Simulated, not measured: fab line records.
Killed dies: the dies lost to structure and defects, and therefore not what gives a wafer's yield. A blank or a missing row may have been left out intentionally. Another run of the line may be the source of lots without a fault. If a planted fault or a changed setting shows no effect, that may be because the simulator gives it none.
fab line records -- flow n5-finfet
record: lots: 5, wafers: 15, last-day: 16
route steps=1938 shown MOL_CONTACT_COAG@598 BEOL_M4@1111 PASSIVATION@1936
lots with no fault: from the same line, run without faults
start-h: the number of hours between the record's first day and the start of the first shown wafer of the lot -- wait-h: time in hours since the lot's previous step -- " unchanged from the row above -- L1.1+2: several wafers, shown together as one row -- - no value, or no start was given -- * or withheld: withheld -- < > ~ a bound
route shown NAME@n: NAME is a module with steps in the file, n the number in the route of the first one -- usual: mean and standard deviation over wafers with no fault -- same: alike in all rows -- chamber/n: place in a boat -- sites: the reading at each site -- _std_site: the values' standard deviation -- _edge_site: mean of outer sites minus mean of inner sites -- radius-mm: for every site, how far away it sits from the centre of the wafer -- mask NAME#n: copy n -- behind: the most recent tool/chamber to have shaped the wafer -- hold: the reason the lot was held/the length of the hold in hours/how it ended -- device: which transistor (n, p or np) failed to switch -- end of line: at the end of the route, the tests of the same wafers -- where a step has no rows: the recipe by itself -- killed: dies that structure and defects cost at the first sort, which is not the same as the wafer's yield -- map: a wafer's dies, marking killed ones x, the rest . and places with no die _
set.NAME: setting as actually run; set.NAME@STEP: the setting as run at that earlier step -- model.NAME: the simulator's own value behind a step, which no gauge read
lots at selected steps of the route; one table per step, one row per wafer
services: the hour from which a tool's chamber was out of use, counted from the record's first day as start-h (under 0 if before that day), plus the number of hours and why
== steps ==
step: N5_MOL_CONTACT_COAG_SOFTBAKE_35
recipe: temp-c: 110, time-s: 60, resist: CAR-EUV
step: N5_MOL_CONTACT_COAG_EXPOSE_37
recipe: mask-id: VD, na: 0.33, source-shape: annular, sigma-inner: 0.3, sigma-outer: 0.7, polarization: unpolarized, defocus-nm: 0, dose-mj: 62
step: N5_MOL_CONTACT_COAG_PEB_38
recipe: peb-temp-c: 100, peb-time-s: 60, resist: CAR-EUV
step: N5_MOL_CONTACT_COAG_DEVELOP_39
recipe: develop-time-s: 30, developer: TMAH, resist: CAR-EUV, rinse-liquid: surfactant-rinse, dry: air-spin, dev-temp-c: 23
step: N5_MOL_CONTACT_COAG_CD_MEAS_40
recipe: target-cd-nm: 25.1, landing-energy-ev: 500, detector: se-inlens, polarity: opening
usual: cd-nm: 25.11/0.23
lot.wafer,tool,chamber,start-h,wait-h,cd-nm
L295.2,cd-sem-01,0,102.65,-,24.99
L295.4,cd-sem-01,0,102.65,-,25.18
L295.5,cd-sem-01,0,102.65,-,25.09
L302.1,cd-sem-03,0,145.38,-,25.49
L302.2,cd-sem-03,0,145.38,-,25.05
L302.4,cd-sem-03,0,145.38,-,25.19
L304.1,cd-sem-03,0,153.98,-,25.00
L304.5,cd-sem-03,0,153.98,-,25.01
L304.6,cd-sem-03,0,153.98,-,25.08
L305.4,cd-sem-01,0,160.46,-,25.31
L305.5,cd-sem-01,0,160.46,-,25.57
L305.6,cd-sem-01,0,160.46,-,25.24
L313.3,cd-sem-02,0,211.09,-,25.01
L313.5,cd-sem-02,0,211.09,-,24.65
L313.6,cd-sem-02,0,211.09,-,25.28
step: N5_MOL_CONTACT_COAG_OVL_MEAS_41
recipe: points-per-wafer: 522
usual: VD_OVL: 0.3/0.62
lot.wafer,tool,chamber,start-h,wait-h,VD_OVL[nm]
L295.2,overlay-01,0,102.69,0.0,-0.1
L295.4,overlay-01,0,102.69,0.0,1.0
L295.5,overlay-01,0,102.69,0.0,0.4
L302.1,overlay-01,0,145.42,0.0,-0.6
L302.2,overlay-01,0,145.42,0.0,-0.6
L302.4,overlay-01,0,145.42,0.0,0.2
L304.1,overlay-01,0,154.01,0.0,-0.2
L304.5,overlay-01,0,154.01,0.0,0.2
L304.6,overlay-01,0,154.01,0.0,0.1
L305.4,overlay-01,0,160.51,0.0,0.4
L305.5,overlay-01,0,160.51,0.0,-0.2
L305.6,overlay-01,0,160.51,0.0,0.3
L313.3,overlay-01,0,211.13,0.0,0.6
L313.5,overlay-01,0,211.13,0.0,0.6
L313.6,overlay-01,0,211.13,0.0,0.2
step: N5_MOL_CONTACT_COAG_INSPECT_42
recipe: mode: adi, inspect-instrument: brightfield
usual: raw-defect-count: 184/51
lot.wafer,tool,chamber,start-h,wait-h,raw-defect-count
L295.2,defect-inspect-01,-,102.74,0.0,113
L295.4,defect-inspect-01,-,102.74,0.0,116
L295.5,defect-inspect-01,-,102.74,0.0,136
L302.1,defect-inspect-02,-,145.47,0.1,80
L302.2,defect-inspect-02,-,145.47,0.1,164
L302.4,defect-inspect-02,-,145.47,0.1,167
L304.1,defect-inspect-02,-,154.07,0.1,155
L304.5,defect-inspect-02,-,154.07,0.1,211
L304.6,defect-inspect-02,-,154.07,0.1,227
L305.4,defect-inspect-02,-,160.55,0.0,138
L305.5,defect-inspect-02,-,160.55,0.0,166
L305.6,defect-inspect-02,-,160.55,0.0,135
L313.3,defect-inspect-01,-,211.17,0.0,139
L313.5,defect-inspect-01,-,211.17,0.0,139
L313.6,defect-inspect-01,-,211.17,0.0,141
step: N5_MOL_CONTACT_COAG_DESCUM_45
recipe: chemistry: O2, time-s: 7, source-power-w: 50, bias-power-w: 20, pressure-mtorr: 20, rf-frequency-hz: 2.712e+07, temp-c: 40, resist: CAR-EUV, o2-flow-sccm: 225
usual: drypump-motor-current-A: 5.7/0.38, oes-product-au: 0.79/0.092, rf-vpp-V: 242.9/1.2, showerhead-plenum-p-Torr: 2.08/0.066, throttle-valve-pct: 20.42/0.19
lot.wafer,tool,chamber,start-h,wait-h,drypump-motor-current-A,oes-product-au,rf-hours-counter-h,rf-vpp-V,showerhead-plenum-p-Torr,throttle-valve-pct
L295.2,rie-diel-06,0,103.07,0.3,5.0,0.72,204,245.1,2.19,20.74
L295.4,rie-diel-06,2,103.07,0.3,5.6,0.69,-,241.3,1.98,20.44
L295.5,rie-diel-06,1,103.07,0.3,5.4,0.79,-,244.1,2.10,20.08
L302.1,rie-diel-03,0,145.90,0.4,6.1,0.82,91,242.7,2.04,20.53
L302.2,rie-diel-03,2,145.90,0.4,6.2,0.74,157,241.3,2.01,20.47
L302.4,rie-diel-03,3,145.90,0.4,5.6,0.93,-,242.1,2.04,20.30
L304.1,rie-diel-05,1,154.11,0.0,5.2,0.74,178,243.6,2.08,20.43
L304.5,rie-diel-05,2,154.11,0.0,5.7,0.75,-,243.7,2.18,20.09
L304.6,rie-diel-05,3,154.11,0.0,5.2,0.96,-,241.6,2.05,20.48
L305.4,rie-diel-05,1,160.88,0.3,5.2,0.74,180,244.3,2.08,20.44
L305.5,rie-diel-05,3,160.88,0.3,5.2,0.95,-,242.3,2.05,20.46
L305.6,rie-diel-05,2,160.88,0.3,5.6,0.75,-,244.1,2.18,20.09
L313.3,rie-diel-05,2,211.21,0.0,5.7,0.74,196,244.7,2.17,20.12
L313.5,rie-diel-05,1,211.21,0.0,5.2,0.71,-,244.4,2.07,20.45
L313.6,rie-diel-05,2,211.21,0.0,5.7,0.74,-,242.6,2.17,20.13
step: N5_MOL_CONTACT_COAG_ETCH_65
recipe: chemistry: N2/H2, target: underlayer, target-depth-a: 130, mask-material: CAR-EUV, time-s: 10.4, ion-energy-ev: 200, pressure-mtorr: 30, source-w: 840, bias-w: 150, n2-flow-sccm: 200, h2-flow-sccm: 200, ends: cleared
usual: drypump-motor-current-A: 5.7/0.38, etch-rf-on-time-s: 10.24/0.23, h2-flow-sccm: 200.1/0.57, oes-product-au: 0.68/0.075, rf-vpp-V: 523.2/2.3, showerhead-plenum-p-Torr: 2.52/0.075, throttle-valve-pct: 17.81/0.2
lot.wafer,tool,chamber,start-h,wait-h,drypump-motor-current-A,etch-rf-on-time-s,h2-flow-sccm,oes-product-au,rf-hours-counter-h,rf-vpp-V,showerhead-plenum-p-Torr,throttle-valve-pct
L295.2,rie-diel-06,0,103.10,0.0,5.0,10.68,199.0,0.61,204,525.5,2.62,18.01
L295.4,rie-diel-06,2,103.10,0.0,5.7,10.84,200.5,0.58,-,518.7,2.41,17.87
L295.5,rie-diel-06,1,103.10,0.0,5.4,10.30,200.9,0.69,-,525.4,2.55,17.38
L302.1,rie-diel-03,0,145.93,0.0,6.1,9.92,200.1,0.72,91,521.5,2.45,17.69
L302.2,rie-diel-03,2,145.93,0.0,6.2,9.84,199.5,0.65,157,520.7,2.45,18.00
L302.4,rie-diel-03,3,145.93,0.0,5.6,10.13,199.7,0.79,-,522.6,2.49,17.73
L304.1,rie-diel-05,1,154.14,0.0,5.2,10.51,201.3,0.62,178,524.3,2.53,17.92
L304.5,rie-diel-05,2,154.14,0.0,5.6,10.28,200.7,0.64,-,526.2,2.63,17.52
L304.6,rie-diel-05,3,154.14,0.0,5.2,9.94,201.0,0.82,-,523.6,2.49,17.86
L305.4,rie-diel-05,1,160.91,0.0,5.2,10.39,200.2,0.62,180,524.4,2.53,17.93
L305.5,rie-diel-05,3,160.91,0.0,5.2,9.98,200.4,0.82,-,522.3,2.49,17.86
L305.6,rie-diel-05,2,160.91,0.0,5.7,10.18,199.8,0.65,-,527.6,2.63,17.51
L313.3,rie-diel-05,2,211.25,0.0,5.7,10.23,200.5,0.63,196,525.7,2.62,17.51
L313.5,rie-diel-05,1,211.25,0.0,5.2,10.51,199.7,0.61,-,521.8,2.52,17.95
L313.6,rie-diel-05,2,211.25,0.0,5.7,10.31,199.4,0.63,-,527.4,2.62,17.54
step: N5_MOL_CONTACT_COAG_ETCH_66
recipe: chemistry: CF4, target: SiARC, target-depth-a: 130, mask-material: CAR-EUV, time-s: 21.7, ion-energy-ev: 80, pressure-mtorr: 40, source-w: 545, bias-w: 36, Ar_flow_sccm: 100, cf4-flow-sccm: 100, ends: cleared
usual: cf4-flow-sccm: 100.0/0.37, drypump-motor-current-A: 5.7/0.38, etch-rf-on-time-s: 21.4/0.44, oes-product-au: 0.68/0.074, rf-vpp-V: 183.9/1.1, showerhead-plenum-p-Torr: 2.12/0.062, throttle-valve-pct: 15.57/0.16
lot.wafer,tool,chamber,start-h,wait-h,cf4-flow-sccm,drypump-motor-current-A,etch-rf-on-time-s,oes-product-au,rf-hours-counter-h,rf-vpp-V,showerhead-plenum-p-Torr,throttle-valve-pct
L295.2,rie-diel-06,0,103.12,0.0,99.8,5.0,22.2,0.61,204,185.1,2.21,15.77
L295.4,rie-diel-06,2,103.12,0.0,97.3,5.6,22.3,0.59,-,182.7,2.03,15.73
L295.5,rie-diel-06,1,103.12,0.0,99.9,5.4,21.5,0.68,-,184.1,2.15,15.29
L302.1,rie-diel-03,0,145.95,0.0,99.7,6.1,21.0,0.71,91,182.0,2.08,15.59
L302.2,rie-diel-03,2,145.95,0.0,99.7,6.2,20.8,0.65,157,184.3,2.05,15.59
L302.4,rie-diel-03,3,145.95,0.0,99.7,5.6,21.4,0.78,-,183.5,2.10,15.45
L304.1,rie-diel-05,1,154.16,0.0,100.4,5.2,22.0,0.63,178,184.2,2.12,15.63
L304.5,rie-diel-05,2,154.16,0.0,100.5,5.6,21.6,0.64,-,185.0,2.22,15.36
L304.6,rie-diel-05,3,154.16,0.0,100.3,5.2,21.2,0.81,-,183.2,2.10,15.56
L305.4,rie-diel-05,1,160.93,0.0,100.8,5.2,21.7,0.62,180,184.5,2.12,15.63
L305.5,rie-diel-05,3,160.93,0.0,99.6,5.2,20.7,0.81,-,182.9,2.10,15.58
L305.6,rie-diel-05,2,160.93,0.0,99.9,5.7,21.4,0.65,-,184.8,2.22,15.35
L313.3,rie-diel-05,2,211.27,0.0,100.1,5.7,21.4,0.64,196,185.4,2.22,15.36
L313.5,rie-diel-05,1,211.27,0.0,100.1,5.2,21.8,0.61,-,183.8,2.12,15.67
L313.6,rie-diel-05,2,211.27,0.0,100.3,5.7,21.4,0.63,-,185.4,2.22,15.37
step: N5_MOL_CONTACT_COAG_ALD_133
recipe: material: SiO2, target-thk-a: 50, temp-c: 100, ald-precursor-family: BDEAS, ald-co-reactant: O2-plasma, pulse-time-s: 1, co-reactant-pulse-time-s: 1, purge-time-s: 2, co-reactant-purge-time-s: 2, ald-cycles: 35, pressure-torr: 2
usual: chamber-pressure-Torr: 2.000/0.0046, heater-power-w: 75/6.6, precursor-pulse-height-rel: 1.001/0.02, susceptor-temp-C: 99.98/0.13
same: pulse-time-s: 1, purge-time-s: 2
lot.wafer,tool,chamber,start-h,wait-h,chamber-pressure-Torr,heater-power-w,precursor-pulse-height-rel,susceptor-temp-C
L295.2,ald-sin-01,1,103.20,0.1,1.999,71,0.964,100.12
L295.4,ald-sin-01,2,103.20,0.1,2.001,78,0.982,99.84
L295.5,ald-sin-01,0,103.20,0.1,1.998,74,0.991,100.24
L302.1,ald-sin-04,1,146.03,0.1,2.000,77,0.968,99.97
L302.2,ald-sin-04,0,146.03,0.1,2.003,65,1.027,99.91
L302.4,ald-sin-04,2,146.03,0.1,2.001,62,1.044,100.25
L304.1,ald-sin-02,2,155.39,1.2,2.008,75,1.030,99.93
L304.5,ald-sin-02,1,155.39,1.2,2.000,76,0.987,99.99
L304.6,ald-sin-02,2,155.39,1.2,2.000,75,1.019,99.97
L305.4,ald-sin-02,2,161.18,0.2,1.999,76,1.003,100.17
L305.5,ald-sin-02,2,161.18,0.2,2.005,77,0.995,100.18
L305.6,ald-sin-02,1,161.18,0.2,2.000,77,0.963,99.95
L313.3,ald-sin-01,0,211.35,0.1,2.005,72,1.041,100.01
L313.5,ald-sin-01,1,211.35,0.1,1.995,74,1.029,99.95
L313.6,ald-sin-01,0,211.35,0.1,2.012,74,0.994,100.12
step: N5_MOL_CONTACT_COAG_ETCHBACK_134
recipe: chemistry: CHF3, target: SiO2, target-depth-a: 100, time-s: 6.7, ion-energy-ev: 200, pressure-mtorr: 30, source-w: 610, bias-w: 170, Ar_flow_sccm: 200, CHF3_flow_sccm: 50
usual: drypump-motor-current-A: 5.6/0.38, oes-product-au: 0.79/0.088, rf-vpp-V: 526/10, showerhead-plenum-p-Torr: 2.37/0.066, throttle-valve-pct: 18.70/0.17
lot.wafer,tool,chamber,start-h,wait-h,drypump-motor-current-A,oes-product-au,rf-hours-counter-h,rf-vpp-V,showerhead-plenum-p-Torr,throttle-valve-pct
L295.2,rie-diel-03,2,103.49,0.2,6.2,0.76,139,522,2.29,18.69
L295.4,rie-diel-03,3,103.49,0.2,5.6,0.95,10,527,2.34,18.59
L295.5,rie-diel-03,2,103.49,0.2,6.3,0.77,-,522,2.29,18.68
L302.1,rie-diel-05,2,146.21,0.1,5.7,0.75,178,540,2.48,18.43
L302.2,rie-diel-05,3,146.21,0.1,5.2,0.98,2,534,2.35,18.79
L302.4,rie-diel-05,0,146.21,0.1,5.7,0.72,183,505,2.37,18.80
L304.1,rie-diel-05,0,155.57,0.1,5.7,0.72,185,507,2.37,18.79
L304.5,rie-diel-05,3,155.57,0.1,5.2,0.96,-,533,2.34,18.77
L304.6,rie-diel-05,0,155.57,0.1,5.7,0.72,-,508,2.37,18.79
L305.4,rie-diel-05,1,161.36,0.1,5.2,0.73,180,523,2.37,18.75
L305.5,rie-diel-05,0,161.36,0.1,5.7,0.72,-,506,2.36,18.81
L305.6,rie-diel-05,1,161.36,0.1,5.2,0.73,-,522,2.37,18.74
L313.3,rie-diel-05,1,211.53,0.1,5.2,0.72,199,522,2.36,18.79
L313.5,rie-diel-05,1,211.53,0.1,5.2,0.72,-,523,2.36,18.79
L313.6,rie-diel-05,2,211.53,0.1,5.7,0.74,-,540,2.47,18.50
step: N5_MOL_CONTACT_COAG_ETCH_67
recipe: chemistry: N2/H2, target: SOC, target-depth-a: 600, overetch-a: 210, mask-material: SiARC, temp-c: 40, time-s: 101.2, ion-energy-ev: 200, pressure-mtorr: 30, source-w: 840, bias-w: 150, n2-flow-sccm: 200, h2-flow-sccm: 200
usual: drypump-motor-current-A: 5.6/0.38, h2-flow-sccm: 200.1/0.55, oes-product-au: 0.66/0.07, rf-vpp-V: 523.5/2.2, showerhead-plenum-p-Torr: 2.52/0.071, throttle-valve-pct: 17.78/0.2
lot.wafer,tool,chamber,start-h,wait-h,drypump-motor-current-A,h2-flow-sccm,oes-product-au,rf-hours-counter-h,rf-vpp-V,showerhead-plenum-p-Torr,throttle-valve-pct,model.SiARC_of_MOL_CONTACT_COAG_COAT_63.thk-nm
L295.2,rie-diel-03,2,103.53,0.0,6.2,200.1,0.64,139,521.7,2.46,17.93,5.6
L295.4,rie-diel-03,3,103.53,0.0,5.6,199.3,0.79,10,522.9,2.50,17.66,5.8
L295.5,rie-diel-03,2,103.53,0.0,6.2,200.0,0.64,-,522.0,2.46,17.94,5.6
L302.1,rie-diel-05,2,146.25,0.0,5.7,200.9,0.62,178,528.2,2.63,17.48,5.6
L302.2,rie-diel-05,3,146.25,0.0,5.2,200.6,0.79,2,524.3,2.49,17.83,5.6
L302.4,rie-diel-05,0,146.25,0.0,5.7,199.7,0.61,183,523.7,2.52,17.81,5.8
L304.1,rie-diel-05,0,155.60,0.0,5.7,199.7,0.61,185,522.7,2.52,17.82,6
L304.5,rie-diel-05,3,155.60,0.0,5.2,201.0,0.78,-,523.1,2.49,17.83,5.6
L304.6,rie-diel-05,0,155.60,0.0,5.7,199.3,0.61,-,524.2,2.52,17.81,6
L305.4,rie-diel-05,1,161.39,0.0,5.2,200.0,0.61,180,522.6,2.53,17.90,5.8
L305.5,rie-diel-05,0,161.39,0.0,5.7,200.3,0.61,-,523.9,2.52,17.81,5.8
L305.6,rie-diel-05,1,161.39,0.0,5.2,200.9,0.61,-,523.3,2.53,17.88,5.8
L313.3,rie-diel-05,1,211.56,0.0,5.2,199.4,0.60,199,523.5,2.52,17.93,5.8
L313.5,rie-diel-05,1,211.56,0.0,5.2,200.2,0.60,-,523.7,2.52,17.95,5.8
L313.6,rie-diel-05,2,211.56,0.0,5.7,199.2,0.62,-,527.0,2.62,17.51,3.6
step: N5_MOL_CONTACT_COAG_STRIP_68
recipe: chemistry: N2/H2, temp-c: 40, n2-flow-sccm: 200, h2-flow-sccm: 200, rf-frequency-hz: 6e+07
step: N5_BEOL_M4_RC_MEAS_101
usual: DIBL_N: 35.8/1.8, DIBL_P: 35.6/2, IOFF_N: 0.148/0.028, IOFF_P: 0.20/0.034, ION_N: 672/12, ION_P: 462/8.5, SS_N: 71.2/0.65, SS_P: 73.1/0.67, VT_N: 251/3.3, VT_P: -251/3.8
lot.wafer,tool,chamber,start-h,wait-h,DIBL_N[mV/V],DIBL_P[mV/V],IOFF_N[nA/um],IOFF_P[nA/um],ION_N[uA/um],ION_P[uA/um],SS_N[mV/dec],SS_P[mV/dec],VT_N[mV],VT_P[mV]
L295.2,prober-02,0,159.32,0.2,32.9,34.5,0.131,0.15,678,454,70.7,72.3,253,-257
L295.4,prober-02,0,159.32,0.2,35.3,36.7,0.157,0.18,682,457,72.1,72.9,251,-256
L295.5,prober-02,0,159.32,0.2,32.1,33.1,0.114,0.14,654,446,71.1,72.3,255,-258
L302.1,prober-01,0,202.10,0.0,39.4,37.9,0.207,0.27,693,484,71.9,74.3,244,-243
L302.2,prober-01,0,202.10,0.0,36.9,35.3,0.155,0.22,672,468,71.6,73.5,251,-246
L302.4,prober-01,0,202.10,0.0,36.8,36.0,0.171,0.24,689,481,71.8,72.6,246,-244
L304.1,prober-02,0,218.10,0.0,36.0,35.9,0.134,0.21,676,468,71.1,72.8,253,-247
L304.5,prober-02,0,218.10,0.0,36.2,35.7,0.143,0.20,680,466,70.4,73.2,251,-247
L304.6,prober-02,0,218.10,0.0,35.4,35.4,0.123,0.20,659,465,71.1,73.1,253,-251
L305.4,prober-01,0,221.97,0.5,35.9,36.5,0.144,0.20,674,469,71.4,73.4,252,-253
L305.5,prober-01,0,221.97,0.5,35.4,35.2,0.135,0.18,678,466,69.6,72.9,253,-253
L305.6,prober-01,0,221.97,0.5,35.8,34.9,0.143,0.18,665,454,70.8,73.1,253,-253
L313.3,prober-01,0,267.62,0.3,37.0,37.7,0.157,0.21,676,463,71.7,73.4,250,-252
L313.5,prober-01,0,267.62,0.3,37.7,38.0,0.160,0.20,668,460,71.7,74.1,251,-251
L313.6,prober-01,0,267.62,0.3,36.9,36.7,0.158,0.19,673,455,72.4,73.3,250,-253
step: N5_PASSIVATION_PROBE_49
usual: defect-limited-yield: 91.3/1.5, killed_at_M0_to_M3: 34/11, killed_at_M4_up: 14/6.1, killed-at-contacts: 12/5.9, killed-at-front-end: 39/11, killed-at-other: 4/3.3, killed-dies: 102/18, killed-on-rim: 13/3.8, killed-open: 67/13, killed-short: 33/7.9, sort_bin_5_function: 5.1/1, sort_bin_6_memory: 3.3/0.7, sort-n-pass: 1077/19, sort-yield-pct: 91.3/1.6
same: gross-dies: 1180, killed-at-back-side: 0, sort_bin_4_leakage[%]: 0, sort_bin_8_speed[%]: 0
lot.wafer,tool,chamber,start-h,wait-h,defect-limited-yield[%],killed_at_M0_to_M3,killed_at_M4_up,killed-at-contacts,killed-at-front-end,killed-at-other,killed-dies,killed-on-rim,killed-open,killed-short,sort_bin_5_function[%],sort_bin_6_memory[%],sort-n-pass,sort-yield-pct[%]
L302.1,prober-01,-,298.42,0.0,91.5,27,22,7,40,4,100,12,71,27,4.3,3.8,1080,91.5
L302.2,prober-01,-,298.47,0.1,92.2,12,17,10,51,2,92,11,67,21,4.1,3.1,1088,92.2
L302.4,prober-01,-,298.57,0.2,89.8,21,25,11,61,2,120,15,82,37,5.9,3.8,1060,89.8
killed by level:class
L302.1 BEOL_M3:geometric-particle:open=11 FIN_SAQP:geometric-particle:open=10 STI_FIN_REVEAL:geometric-particle:open=8 BEOL_M1:geometric-particle:open=8 FIN_SAQP:geometric-particle:short=7 MOL_CONTACT_COAG:geometric-particle:open=6 STI_FIN_REVEAL:geometric-particle:short=5 BEOL_M2:geometric-particle:open=5
L302.2 FIN_SAQP:geometric-particle:open=21 MOL_CONTACT_COAG:geometric-particle:open=9 STI_FIN_REVEAL:geometric-particle:open=7 FIN_SAQP:geometric-particle:short=5 BEOL_M1:geometric-particle:open=5 BEOL_M4:geometric-particle:open=5 HKMG_FIN:area-etch=4 STI_FIN_REVEAL:geometric-particle:short=3
L302.4 STI_FIN_REVEAL:geometric-particle:open=19 FIN_SAQP:geometric-particle:open=16 MOL_CONTACT_COAG:geometric-particle:open=10 BEOL_M4:geometric-particle:open=9 FIN_SAQP:geometric-particle:short=8 BEOL_M1:geometric-particle:open=8 BEOL_M5:geometric-particle:open=5 STI_FIN_REVEAL:geometric-particle:short=4
== services ==
tool,chamber,start-h,hours,kind
rie-diel-06,3,94.68,12.9,repair
rie-diel-03,1,121.14,-,clean
rie-diel-03,1,121.14,-,consumable-replace:focus-ring
rie-diel-03,1,121.14,33.9,scheduled-down
rie-diel-03,1,121.14,33.9,vent-cycle
rie-diel-05,3,128.67,-,clean
rie-diel-05,3,128.67,-,consumable-replace:focus-ring
rie-diel-05,3,128.67,11.6,scheduled-down
rie-diel-05,3,128.67,11.6,vent-cycle
ald-sin-02,0,151.45,4.1,repair
rie-diel-06,2,158.01,-,clean
rie-diel-06,2,158.01,-,consumable-replace:focus-ring
rie-diel-06,2,158.01,-,consumable-replace:showerhead
rie-diel-06,2,158.01,24.5,scheduled-down
rie-diel-06,2,158.01,24.5,vent-cycle
rie-diel-05,2,169.34,16.3,repair
rie-diel-05,0,170.33,5.8,repair
ald-sin-02,1,171.39,20.0,repair
ald-sin-01,1,173.81,11.8,repair
ald-sin-02,-,177.03,14.0,pm
ald-sin-02,0,177.03,14.0,vent-cycle
ald-sin-02,2,177.03,14.0,vent-cycle
ald-sin-02,3,177.03,14.0,vent-cycle
ald-sin-02,0,191.03,-,clean
== key ==
first-sign none at tools or gauges
model-effect: step: N5_MOL_CONTACT_COAG_ETCH_67, value: SiARC_of_MOL_CONTACT_COAG_COAT_63.thk-nm, without: 5.8, struck: 3.6
met-at N5_MOL_CONTACT_COAG_ETCH_67
struck-wafers L313.6
onset-between 161.39 211.56
fault: kind: process-parameter-drift, tool: rie-diel-05, chamber: -, onset-h: 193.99, steps: N5_MOL_CONTACT_COAG_ETCH_67, channel: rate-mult, offset: 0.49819, shape: step, end-h: 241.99, scope: struck-wafers-only
